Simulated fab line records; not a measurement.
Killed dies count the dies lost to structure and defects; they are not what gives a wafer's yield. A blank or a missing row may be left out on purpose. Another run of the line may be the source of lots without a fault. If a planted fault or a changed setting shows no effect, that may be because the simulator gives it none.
fab line records + flow n5-finfet
record
- lots=5
- wafers=15
- last-day=15
route steps=1938 shown DUMMY_GATE@252 SPACER0@258 SD_EPI_N@262
lots untouched by any fault: they come from a run of this same line in which no faults occurred
start-h: start of the lot's first displayed wafer, in hours after the record's first day + wait-h: hours since the lot's step before + " the same as in the row above + L1.1+2: a row that stands for several wafers + - either no value or no given start + * or withheld: withheld + < > ~ a bound
route shown NAME@n: a module of which the file shows steps, and the number in the route of the first + usual: mean/standard deviation of fault-free wafers + same: alike in all rows + chamber/n: place in a boat + sites: readings site by site + _std_site: the values' standard deviation + _edge_site: the outer-site mean with the inner-site mean subtracted + radius-mm: for every site, how far away it sits from the centre of the wafer + mask NAME#n: copy n + behind: the most recent tool/chamber to have shaped the wafer + hold: cause of the lot's hold/its duration in hours/its outcome + device: which transistor (n, p or np) failed to switch + end of line: the same wafers' tests at the end of the route + a step with no rows: only its recipe + killed: the dies lost at the first sort to structure and to defects; this is not the yield of the wafer + map: dies across one wafer; x = killed, . = not, _ = none there
set.NAME: the run value of the setting; set.NAME@STEP: its run value at that earlier step + model.NAME: the simulator's own value behind a step, which no gauge read
a table for each step, a row for each wafer; lots at some steps of the route
services: a tool's chamber out of use, with start hour (start-h, from the record's first day; less than 0 if before it), hours out, and reason
## steps
# step N5_DUMMY_GATE_PRECLEAN_33
# recipe
- chemistry=dHF
- time-s=10
- dilution=750:1
- temp-c=25
| lot.wafer  | tool         | chamber | start-h | wait-h |
|------------|--------------|---------|---------|--------|
| L074.1+2+6 | wet-bench-02 | 0,6,3   | 46.25   | 0.1    |
| L077.1+2+4 | wet-bench-02 | 3,0,4   | 73.76   | 0.1    |
| L081.2+3+4 | wet-bench-02 | 2,7,4   | 90.83   | 0.1    |
| L083.1+3+4 | wet-bench-05 | 6,5,7   | 104.63  | 0.1    |
| L086.2+4+6 | wet-bench-02 | 0,7,3   | 126.33  | 0.1    |
# step N5_DUMMY_GATE_PRECLEAN_25
# recipe
- chemistry=O3/DIW
- time-s=45
- temp-c=22
- o3-ppm=10
| lot.wafer  | tool         | chamber | start-h | wait-h |
|------------|--------------|---------|---------|--------|
| L074.1+2+6 | wet-bench-02 | 0,6,3   | 46.26   | 0.0    |
| L077.1+2+4 | wet-bench-02 | 3,0,4   | 73.76   | 0.0    |
| L081.2+3+4 | wet-bench-02 | 2,7,4   | 90.84   | 0.0    |
| L083.1+3+4 | wet-bench-05 | 6,5,7   | 104.64  | 0.0    |
| L086.2+4+6 | wet-bench-02 | 0,7,3   | 126.33  | 0.0    |
# step N5_DUMMY_GATE_PRECLEAN_51
# recipe
- chemistry=SC2
- time-s=45
- temp-c=35
- mix=1:1:50
| lot.wafer  | tool         | chamber | start-h | wait-h |
|------------|--------------|---------|---------|--------|
| L074.1+2+6 | wet-bench-02 | 0,6,3   | 46.27   | 0.0    |
| L077.1+2+4 | wet-bench-02 | 3,0,4   | 73.78   | 0.0    |
| L081.2+3+4 | wet-bench-02 | 2,7,4   | 90.85   | 0.0    |
| L083.1+3+4 | wet-bench-05 | 6,5,7   | 104.65  | 0.0    |
| L086.2+4+6 | wet-bench-02 | 0,7,3   | 126.34  | 0.0    |
# step N5_DUMMY_GATE_SRD_26
# recipe
- dry=ipa-marangoni
- time-s=30
- temp-c=23
- rinse-liquid=diw
| lot.wafer  | tool         | chamber | start-h | wait-h |
|------------|--------------|---------|---------|--------|
| L074.1+2+6 | wet-bench-02 | 0,6,3   | 46.28   | 0.0    |
| L077.1+2+4 | wet-bench-02 | 3,0,4   | 73.79   | 0.0    |
| L081.2+3+4 | wet-bench-02 | 2,7,4   | 90.86   | 0.0    |
| L083.1+3+4 | wet-bench-05 | 6,5,7   | 104.66  | 0.0    |
| L086.2+4+6 | wet-bench-02 | 0,7,3   | 126.36  | 0.0    |
# step N5_DUMMY_GATE_UV_OZONE_45
# recipe
- time-s=120
- pressure-torr=760
- temp-c=25
| lot.wafer  | tool         | chamber | start-h | wait-h |
|------------|--------------|---------|---------|--------|
| L074.1+2+6 | wet-bench-02 | 0,6,3   | 46.30   | 0.0    |
| L077.1+2+4 | wet-bench-02 | 3,0,4   | 73.81   | 0.0    |
| L081.2+3+4 | wet-bench-02 | 2,7,4   | 90.88   | 0.0    |
| L083.1+3+4 | wet-bench-05 | 6,5,7   | 104.68  | 0.0    |
| L086.2+4+6 | wet-bench-02 | 0,7,3   | 126.37  | 0.0    |
# step N5_DUMMY_GATE_INSPECT_27
# recipe
- inspect-instrument=brightfield
- mode=aei
# usual
- raw-defect-count=286/68
| lot.wafer | tool              | chamber | start-h | wait-h | raw-defect-count |
|-----------|-------------------|---------|---------|--------|------------------|
| L074.1    | defect-inspect-02 | -       | 46.36   | 0.0    | 356              |
| L074.2    | "                 | -       | "       | "      | 331              |
| L074.6    | "                 | -       | "       | "      | 328              |
| L077.1    | defect-inspect-01 | -       | 73.87   | 0.0    | 300              |
| L077.2    | "                 | -       | "       | "      | 304              |
| L077.4    | "                 | -       | "       | "      | 235              |
| L081.2    | defect-inspect-01 | -       | 90.93   | 0.0    | 378              |
| L081.3    | "                 | -       | "       | "      | 217              |
| L081.4    | "                 | -       | "       | "      | 258              |
| L083.1    | defect-inspect-01 | -       | 104.73  | 0.0    | 248              |
| L083.3    | "                 | -       | "       | "      | 180              |
| L083.4    | "                 | -       | "       | "      | 295              |
| L086.2    | defect-inspect-02 | -       | 126.43  | 0.0    | 247              |
| L086.4    | "                 | -       | "       | "      | 233              |
| L086.6    | "                 | -       | "       | "      | 288              |
# step N5_SPACER0_ALD_07
# recipe
- material=SiNx
- target-thk-a=20
- temp-c=400
- ald-precursor-family=SiH2I2
- ald-co-reactant=N2/H2-plasma
- pressure-torr=2
# usual
- heater-power-w=857/100
| lot.wafer | tool       | chamber | start-h | wait-h | heater-power-w |
|-----------|------------|---------|---------|--------|----------------|
| L074.1    | ald-sin-02 | 1       | 46.40   | 0.0    | 850            |
| L074.2    | "          | 2       | "       | "      | 885            |
| L074.6    | "          | 0       | "       | "      | 753            |
| L077.1    | ald-sin-02 | 2       | 73.91   | 0.0    | 884            |
| L077.2    | "          | 0       | "       | "      | 760            |
| L077.4    | "          | 3       | "       | "      | 762            |
| L081.2    | ald-sin-04 | 0       | 91.15   | 0.2    | 988            |
| L081.3    | "          | 1       | "       | "      | 772            |
| L081.4    | "          | 2       | "       | "      | 1117           |
| L083.1    | ald-sin-02 | 0       | 106.11  | 1.4    | 747            |
| L083.3    | "          | 1       | "       | "      | 855            |
| L083.4    | "          | 2       | "       | "      | 879            |
| L086.2    | ald-sin-02 | 0       | 127.36  | 0.9    | 752            |
| L086.4    | "          | 2       | "       | "      | 897            |
| L086.6    | "          | 3       | "       | "      | 753            |
# step N5_SPACER0_ALD_00
# recipe
- material=SiOCN
- target-thk-a=35
- temp-c=400
- ald-precursor-family=alkyl-aminosilane
- ald-co-reactant=O2/N2-plasma
- pulse-time-s=3
- purge-time-s=2
- co-reactant-purge-time-s=2
- ald-cycles=58
- pressure-torr=2
# usual
- heater-power-w=858/110
- precursor-pulse-height-rel=1.001/0.02
| lot.wafer | tool       | chamber | start-h | wait-h | heater-power-w | precursor-pulse-height-rel |
|-----------|------------|---------|---------|--------|----------------|----------------------------|
| L074.1    | ald-sin-02 | 1       | 46.55   | 0.1    | 843            | 0.993                      |
| L074.2    | "          | 2       | "       | "      | 881            | 0.973                      |
| L074.6    | "          | 0       | "       | "      | 727            | 0.998                      |
| L077.1    | ald-sin-02 | 2       | 74.06   | 0.1    | 877            | 0.986                      |
| L077.2    | "          | 0       | "       | "      | 758            | 0.959                      |
| L077.4    | "          | 3       | "       | "      | 734            | 0.984                      |
| L081.2    | ald-sin-04 | 0       | 91.30   | 0.1    | 1000           | 1.031                      |
| L081.3    | "          | 1       | "       | "      | 760            | 1.011                      |
| L081.4    | "          | 2       | "       | "      | 1124           | 1.007                      |
| L083.1    | ald-sin-02 | 0       | 106.26  | 0.1    | 753            | 0.993                      |
| L083.3    | "          | 1       | "       | "      | 868            | 1.001                      |
| L083.4    | "          | 2       | "       | "      | 908            | 1.049                      |
| L086.2    | ald-sin-02 | 0       | 127.51  | 0.1    | 763            | 0.997                      |
| L086.4    | "          | 2       | "       | "      | 892            | 0.985                      |
| L086.6    | "          | 3       | "       | "      | 759            | 1.020                      |
# step N5_SPACER0_ALD_08
# recipe
- material=SiNx
- target-thk-a=20
- temp-c=400
- ald-precursor-family=SiH2I2
- ald-co-reactant=N2/H2-plasma
- pressure-torr=2
# usual
- heater-power-w=857/100
| lot.wafer | tool       | chamber | start-h | wait-h | heater-power-w |
|-----------|------------|---------|---------|--------|----------------|
| L074.1    | ald-sin-02 | 1       | 46.81   | 0.1    | 833            |
| L074.2    | "          | 2       | "       | "      | 871            |
| L074.6    | "          | 0       | "       | "      | 753            |
| L077.1    | ald-sin-02 | 2       | 74.32   | 0.1    | 862            |
| L077.2    | "          | 0       | "       | "      | 754            |
| L077.4    | "          | 3       | "       | "      | 772            |
| L081.2    | ald-sin-04 | 0       | 91.56   | 0.1    | 988            |
| L081.3    | "          | 1       | "       | "      | 775            |
| L081.4    | "          | 2       | "       | "      | 1151           |
| L083.1    | ald-sin-02 | 0       | 106.52  | 0.1    | 743            |
| L083.3    | "          | 1       | "       | "      | 841            |
| L083.4    | "          | 2       | "       | "      | 902            |
| L086.2    | ald-sin-02 | 0       | 127.77  | 0.1    | 758            |
| L086.4    | "          | 2       | "       | "      | 882            |
| L086.6    | "          | 3       | "       | "      | 755            |
# step N5_SPACER0_INSPECT_04
# recipe
- inspect-instrument=darkfield
- mode=post-dep
# usual
- raw-defect-count=133/29
| lot.wafer | tool              | chamber | start-h | wait-h | raw-defect-count |
|-----------|-------------------|---------|---------|--------|------------------|
| L074.1    | defect-inspect-01 | -       | 46.96   | 0.1    | 176              |
| L074.2    | "                 | -       | "       | "      | 165              |
| L074.6    | "                 | -       | "       | "      | 135              |
| L077.1    | defect-inspect-01 | -       | 74.47   | 0.1    | 138              |
| L077.2    | "                 | -       | "       | "      | 145              |
| L077.4    | "                 | -       | "       | "      | 139              |
| L081.2    | defect-inspect-01 | -       | 91.71   | 0.1    | 149              |
| L081.3    | "                 | -       | "       | "      | 99               |
| L081.4    | "                 | -       | "       | "      | 114              |
| L083.1    | defect-inspect-01 | -       | 106.67  | 0.1    | 145              |
| L083.3    | "                 | -       | "       | "      | 109              |
| L083.4    | "                 | -       | "       | "      | 174              |
| L086.2    | defect-inspect-02 | -       | 127.92  | 0.1    | 125              |
| L086.4    | "                 | -       | "       | "      | 139              |
| L086.6    | "                 | -       | "       | "      | 140              |
# step N5_SD_EPI_N_COAT_32
# recipe
- resist=SOC
- temp-c=250
- time-s=60
- spin-rpm=1500
- resist-thk-nm=350
# usual
- dispense-pressure-kPa=47/5.5
| lot.wafer | tool           | chamber | start-h | wait-h | dispense-pressure-kPa |
|-----------|----------------|---------|---------|--------|-----------------------|
| L074.1    | litho-track-01 | 0       | 47.00   | 0.0    | 45                    |
| L074.2    | "              | 0       | "       | "      | 45                    |
| L074.6    | "              | 0       | "       | "      | 45                    |
| L077.1    | litho-track-03 | 0       | 74.50   | 0.0    | 57                    |
| L077.2    | "              | 0       | "       | "      | 57                    |
| L077.4    | "              | 0       | "       | "      | 57                    |
| L081.2    | litho-track-03 | 0       | 91.75   | 0.0    | 57                    |
| L081.3    | "              | 0       | "       | "      | 57                    |
| L081.4    | "              | 0       | "       | "      | 57                    |
| L083.1    | litho-track-01 | 0       | 106.71  | 0.0    | 45                    |
| L083.3    | "              | 0       | "       | "      | 45                    |
| L083.4    | "              | 0       | "       | "      | 45                    |
| L086.2    | litho-track-01 | 0       | 127.96  | 0.0    | 45                    |
| L086.4    | "              | 0       | "       | "      | 45                    |
| L086.6    | "              | 0       | "       | "      | 45                    |
# step N5_SD_EPI_N_COAT_33
# recipe
- resist=SiARC
- temp-c=220
- time-s=60
- spin-rpm=1500
- resist-thk-nm=35
# usual
- dispense-pressure-kPa=47/5.5
| lot.wafer | tool           | chamber | start-h | wait-h | dispense-pressure-kPa |
|-----------|----------------|---------|---------|--------|-----------------------|
| L074.1    | litho-track-01 | 0       | -       | -      | 45                    |
| L074.2    | "              | 0       | "       | "      | 45                    |
| L074.6    | "              | 0       | "       | "      | 45                    |
| L077.1    | litho-track-03 | 0       | -       | -      | 57                    |
| L077.2    | "              | 0       | "       | "      | 57                    |
| L077.4    | "              | 0       | "       | "      | 57                    |
| L081.2    | litho-track-03 | 0       | -       | -      | 57                    |
| L081.3    | "              | 0       | "       | "      | 57                    |
| L081.4    | "              | 0       | "       | "      | 57                    |
| L083.1    | litho-track-01 | 0       | -       | -      | 45                    |
| L083.3    | "              | 0       | "       | "      | 45                    |
| L083.4    | "              | 0       | "       | "      | 45                    |
| L086.2    | litho-track-01 | 0       | -       | -      | 45                    |
| L086.4    | "              | 0       | "       | "      | 45                    |
| L086.6    | "              | 0       | "       | "      | 45                    |
# step N5_SD_EPI_N_COAT_03
# recipe
- resist=CAR-ArF-block
- spin-rpm=1500
- resist-thk-nm=150
# usual
- dispense-pressure-kPa=47/5.5
| lot.wafer | tool           | chamber | start-h | wait-h | dispense-pressure-kPa |
|-----------|----------------|---------|---------|--------|-----------------------|
| L074.1    | litho-track-01 | 0       | -       | -      | 45                    |
| L074.2    | "              | 0       | "       | "      | 45                    |
| L074.6    | "              | 0       | "       | "      | 45                    |
| L077.1    | litho-track-03 | 0       | -       | -      | 57                    |
| L077.2    | "              | 0       | "       | "      | 57                    |
| L077.4    | "              | 0       | "       | "      | 57                    |
| L081.2    | litho-track-03 | 0       | -       | -      | 57                    |
| L081.3    | "              | 0       | "       | "      | 57                    |
| L081.4    | "              | 0       | "       | "      | 57                    |
| L083.1    | litho-track-01 | 0       | -       | -      | 45                    |
| L083.3    | "              | 0       | "       | "      | 45                    |
| L083.4    | "              | 0       | "       | "      | 45                    |
| L086.2    | litho-track-01 | 0       | -       | -      | 45                    |
| L086.4    | "              | 0       | "       | "      | 45                    |
| L086.6    | "              | 0       | "       | "      | 45                    |
# step N5_SD_EPI_N_EBR_05
# recipe
- solvent=PGMEA
- ebr-width-mm=1.5
| lot.wafer  | tool           | chamber | start-h | wait-h |
|------------|----------------|---------|---------|--------|
| L074.1+2+6 | litho-track-01 | 0       | -       | -      |
| L077.1+2+4 | litho-track-03 | 0       | -       | -      |
| L081.2+3+4 | litho-track-03 | 0       | -       | -      |
| L083.1+3+4 | litho-track-01 | 0       | -       | -      |
| L086.2+4+6 | litho-track-01 | 0       | -       | -      |
# step N5_SD_EPI_N_SOFTBAKE_04
# recipe
- temp-c=110
- time-s=60
- resist=CAR-ArF-block
| lot.wafer  | tool           | chamber | start-h | wait-h |
|------------|----------------|---------|---------|--------|
| L074.1+2+6 | litho-track-01 | 0       | -       | -      |
| L077.1+2+4 | litho-track-03 | 0       | -       | -      |
| L081.2+3+4 | litho-track-03 | 0       | -       | -      |
| L083.1+3+4 | litho-track-01 | 0       | -       | -      |
| L086.2+4+6 | litho-track-01 | 0       | -       | -      |
# step N5_SD_EPI_N_EXPOSE_06
# recipe
- mask-id=SD_N_BLK
- na=1.35
- source-shape=conventional
- sigma-outer=0.8
- polarization=unpolarized
- target-cd-nm=120
- dose-mj=39.75
# usual
- exposure-dose-mJ-cm2=39.75/0.088
| lot.wafer | tool            | chamber | start-h | wait-h | mask       | exposure-dose-mJ-cm2 |
|-----------|-----------------|---------|---------|--------|------------|----------------------|
| L074.1    | arfi-scanner-02 | 0       | 47.11   | -      | SD_N_BLK#0 | 39.89                |
| L074.2    | "               | 0       | "       | "      | SD_N_BLK#0 | 39.95                |
| L074.6    | "               | 0       | "       | "      | SD_N_BLK#0 | 39.92                |
| L077.1    | arfi-scanner-03 | 0       | 74.62   | -      | SD_N_BLK#0 | 39.73                |
| L077.2    | "               | 0       | "       | "      | SD_N_BLK#0 | 39.73                |
| L077.4    | "               | 0       | "       | "      | SD_N_BLK#0 | 39.72                |
| L081.2    | arfi-scanner-03 | 0       | 91.87   | -      | SD_N_BLK#0 | 39.70                |
| L081.3    | "               | 0       | "       | "      | SD_N_BLK#0 | 39.75                |
| L081.4    | "               | 0       | "       | "      | SD_N_BLK#0 | 39.68                |
| L083.1    | arfi-scanner-03 | 0       | 106.82  | -      | SD_N_BLK#0 | 39.72                |
| L083.3    | "               | 0       | "       | "      | SD_N_BLK#0 | 39.68                |
| L083.4    | "               | 0       | "       | "      | SD_N_BLK#0 | 39.76                |
| L086.2    | arfi-scanner-01 | 0       | 128.20  | -      | SD_N_BLK#0 | 39.76                |
| L086.4    | "               | 0       | "       | "      | SD_N_BLK#0 | 39.75                |
| L086.6    | "               | 0       | "       | "      | SD_N_BLK#0 | 39.74                |
# step N5_SD_EPI_N_PEB_07
# recipe
- peb-temp-c=110
- peb-time-s=60
- resist=CAR-ArF-block
# same
- peb-time-s=60
| lot.wafer  | tool           | chamber | start-h | wait-h |
|------------|----------------|---------|---------|--------|
| L074.1+2+6 | litho-track-04 | 0       | 47.17   | 0.1    |
| L077.1+2+4 | litho-track-01 | 0       | 74.68   | 0.1    |
| L081.2+3+4 | litho-track-03 | 0       | 91.92   | 0.0    |
| L083.1+3+4 | litho-track-04 | 0       | 106.88  | 0.1    |
| L086.2+4+6 | litho-track-03 | 0       | 128.26  | 0.0    |
# step N5_SD_EPI_N_DEVELOP_08
# recipe
- develop-time-s=30
- developer=TMAH
- resist=CAR-ArF-block
- dev-temp-c=23
- rinse-liquid=diw
- dry=air-spin
| lot.wafer  | tool           | chamber | start-h | wait-h |
|------------|----------------|---------|---------|--------|
| L074.1+2+6 | litho-track-04 | 0       | -       | -      |
| L077.1+2+4 | litho-track-01 | 0       | -       | -      |
| L081.2+3+4 | litho-track-03 | 0       | -       | -      |
| L083.1+3+4 | litho-track-04 | 0       | -       | -      |
| L086.2+4+6 | litho-track-03 | 0       | -       | -      |
# step N5_SD_EPI_N_CD_MEAS_09
# recipe
- target-cd-nm=120
- landing-energy-ev=500
- detector=se-inlens
# usual
- cd-nm=120.1/0.66
| lot.wafer | tool      | chamber | start-h | wait-h | cd-nm |
|-----------|-----------|---------|---------|--------|-------|
| L074.1    | cd-sem-03 | 0       | 47.24   | -      | 121.5 |
| L074.2    | "         | 0       | "       | "      | 121.5 |
| L074.6    | "         | 0       | "       | "      | 121.1 |
| L077.1    | cd-sem-02 | 0       | 74.75   | -      | 120.1 |
| L077.2    | "         | 0       | "       | "      | 119.4 |
| L077.4    | "         | 0       | "       | "      | 119.8 |
| L081.2    | cd-sem-02 | 0       | 92.00   | -      | 119.3 |
| L081.3    | "         | 0       | "       | "      | 119.3 |
| L081.4    | "         | 0       | "       | "      | 119.5 |
| L083.1    | cd-sem-01 | 0       | 106.95  | -      | 120.5 |
| L083.3    | "         | 0       | "       | "      | 120.7 |
| L083.4    | "         | 0       | "       | "      | 120.6 |
| L086.2    | cd-sem-02 | 0       | 128.33  | -      | 120.5 |
| L086.4    | "         | 0       | "       | "      | 119.9 |
| L086.6    | "         | 0       | "       | "      | 119.8 |
# step N5_SD_EPI_N_OVL_MEAS_10
# recipe
- points-per-wafer=44
# usual
- SD_N_BLK_OVL=0.0/0.78
| lot.wafer | tool       | chamber | start-h | wait-h | SD_N_BLK_OVL[nm] |
|-----------|------------|---------|---------|--------|------------------|
| L074.1    | overlay-02 | 0       | 47.27   | 0.0    | 0.0              |
| L074.2    | "          | 0       | "       | "      | 0.4              |
| L074.6    | "          | 0       | "       | "      | 0.3              |
| L077.1    | overlay-01 | 0       | 74.78   | 0.0    | -0.5             |
| L077.2    | "          | 0       | "       | "      | -1.1             |
| L077.4    | "          | 0       | "       | "      | -0.5             |
| L081.2    | overlay-02 | 0       | 92.02   | 0.0    | 1.2              |
| L081.3    | "          | 0       | "       | "      | 1.5              |
| L081.4    | "          | 0       | "       | "      | 1.4              |
| L083.1    | overlay-02 | 0       | 106.98  | 0.0    | 0.2              |
| L083.3    | "          | 0       | "       | "      | 0.7              |
| L083.4    | "          | 0       | "       | "      | 0.4              |
| L086.2    | overlay-02 | 0       | 128.35  | 0.0    | -0.5             |
| L086.4    | "          | 0       | "       | "      | -0.6             |
| L086.6    | "          | 0       | "       | "      | 1.4              |
# step N5_SD_EPI_N_INSPECT_11
# recipe
- mode=adi
- inspect-instrument=macro
# usual
- raw-defect-count=2.1/1.5
| lot.wafer | tool              | chamber | start-h | wait-h | raw-defect-count |
|-----------|-------------------|---------|---------|--------|------------------|
| L074.1    | defect-inspect-01 | -       | 47.29   | 0.0    | 2                |
| L074.2    | "                 | -       | "       | "      | 4                |
| L074.6    | "                 | -       | "       | "      | 0                |
| L077.1    | defect-inspect-02 | -       | 74.80   | 0.0    | 2                |
| L077.2    | "                 | -       | "       | "      | 1                |
| L077.4    | "                 | -       | "       | "      | 0                |
| L081.2    | defect-inspect-02 | -       | 92.05   | 0.0    | 3                |
| L081.3    | "                 | -       | "       | "      | 2                |
| L081.4    | "                 | -       | "       | "      | 2                |
| L083.1    | defect-inspect-01 | -       | 107.00  | 0.0    | 1                |
| L083.3    | "                 | -       | "       | "      | 1                |
| L083.4    | "                 | -       | "       | "      | 3                |
| L086.2    | defect-inspect-01 | -       | 128.38  | 0.0    | 3                |
| L086.4    | "                 | -       | "       | "      | 1                |
| L086.6    | "                 | -       | "       | "      | 1                |
# step N5_SD_EPI_N_DESCUM_14
# recipe
- chemistry=O2
- time-s=7.9
- source-power-w=50
- bias-power-w=20
- pressure-mtorr=20
- rf-frequency-hz=2.712e+07
- temp-c=40
- resist=CAR-ArF-block
- o2-flow-sccm=225
# usual
- chamber-pressure-mTorr=20.001/0.022
- drypump-motor-current-A=6.0/0.5
- oes-product-au=0.76/0.086
- rf-vpp-V=242.9/1.5
- showerhead-plenum-p-Torr=2.07/0.073
- throttle-valve-pct=20.46/0.2
| lot.wafer | tool        | chamber | start-h | wait-h | chamber-pressure-mTorr | drypump-motor-current-A | oes-product-au | rf-hours-counter-h | rf-vpp-V | showerhead-plenum-p-Torr | throttle-valve-pct |
|-----------|-------------|---------|---------|--------|------------------------|-------------------------|----------------|--------------------|----------|--------------------------|--------------------|
| L074.1    | rie-diel-04 | 1       | 47.33   | 0.0    | 20.006                 | 6.3                     | 0.70           | 203                | 243.5    | 2.08                     | 20.33              |
| L074.2    | "           | 2       | "       | "      | 19.963                 | 5.6                     | 0.76           | 176                | 242.2    | 1.99                     | 20.48              |
| L074.6    | "           | 3       | "       | "      | 19.980                 | 6.4                     | 0.69           | -                  | 243.8    | 2.15                     | 20.82              |
| L077.1    | rie-diel-04 | 0       | 74.84   | 0.0    | 20.012                 | 6.7                     | 0.70           | 217                | 240.5    | 1.99                     | 20.76              |
| L077.2    | "           | 2       | "       | "      | 19.997                 | 5.6                     | 0.74           | 187                | 241.4    | 1.98                     | 20.50              |
| L077.4    | "           | 0       | "       | "      | 19.996                 | 6.7                     | 0.70           | -                  | 241.9    | 1.99                     | 20.77              |
| L081.2    | rie-diel-04 | 1       | 92.57   | 0.5    | 20.025                 | 6.3                     | 0.69           | 221                | 242.5    | 2.08                     | 20.37              |
| L081.3    | "           | 0       | "       | "      | 20.014                 | 6.7                     | 0.70           | 224                | 242.6    | 1.99                     | 20.76              |
| L081.4    | "           | 3       | "       | "      | 20.000                 | 6.4                     | 0.99           | 3                  | 243.2    | 2.15                     | 20.43              |
| L083.1    | rie-diel-03 | 2       | 107.08  | 0.1    | 20.014                 | 5.4                     | 0.84           | 69                 | 245.2    | 2.11                     | 20.14              |
| L083.3    | "           | 3       | "       | "      | 19.983                 | 5.7                     | 0.72           | 231                | 240.3    | 1.98                     | 20.63              |
| L083.4    | "           | 1       | "       | "      | 20.017                 | 5.3                     | 0.89           | 41                 | 244.0    | 2.13                     | 20.16              |
| L086.2    | rie-diel-04 | 1       | 128.41  | 0.0    | 19.982                 | 6.3                     | 0.68           | 233                | 241.9    | 2.07                     | 20.39              |
| L086.4    | "           | 3       | "       | "      | 20.003                 | 6.4                     | 0.93           | 15                 | 244.6    | 2.14                     | 20.43              |
| L086.6    | "           | 0       | "       | "      | 20.017                 | 6.7                     | 0.69           | -                  | 240.6    | 1.98                     | 20.79              |
## services
| tool            | chamber | start-h | hours | kind                          |
|-----------------|---------|---------|-------|-------------------------------|
| arfi-scanner-01 | -       | 25.49   | 99.4  | repair                        |
| arfi-scanner-03 | -       | 42.60   | 1.0   | pm                            |
| rie-diel-04     | 0       | 42.81   | 21.2  | repair                        |
| arfi-scanner-02 | -       | 57.14   | 1.0   | pm                            |
| rie-diel-04     | 3       | 64.18   | -     | clean                         |
| rie-diel-04     | 3       | 64.18   | -     | consumable-replace:focus-ring |
| rie-diel-04     | 3       | 64.18   | 21.7  | scheduled-down                |
| rie-diel-04     | 3       | 64.18   | 21.7  | vent-cycle                    |
| rie-diel-03     | 0       | 64.56   | 13.4  | repair                        |
| arfi-scanner-03 | -       | 65.90   | 3.9   | pm                            |
| arfi-scanner-02 | -       | 67.34   | 45.5  | repair                        |
| ald-sin-02      | -       | 99.08   | 3.6   | repair                        |
| wet-bench-05    | -       | 100.10  | 3.6   | repair                        |
| arfi-scanner-03 | 0       | 106.16  | -     | calibration                   |
| arfi-scanner-02 | -       | 112.87  | 1.3   | pm                            |
| arfi-scanner-03 | -       | 114.17  | 1.0   | pm                            |
| ald-sin-02      | -       | 119.38  | 2.8   | pm                            |
| arfi-scanner-03 | -       | 122.06  | 1.3   | pm                            |
| arfi-scanner-01 | -       | 124.91  | 1.3   | pm                            |
| arfi-scanner-01 | -       | 126.21  | 0.8   | pm                            |
## key
fault none
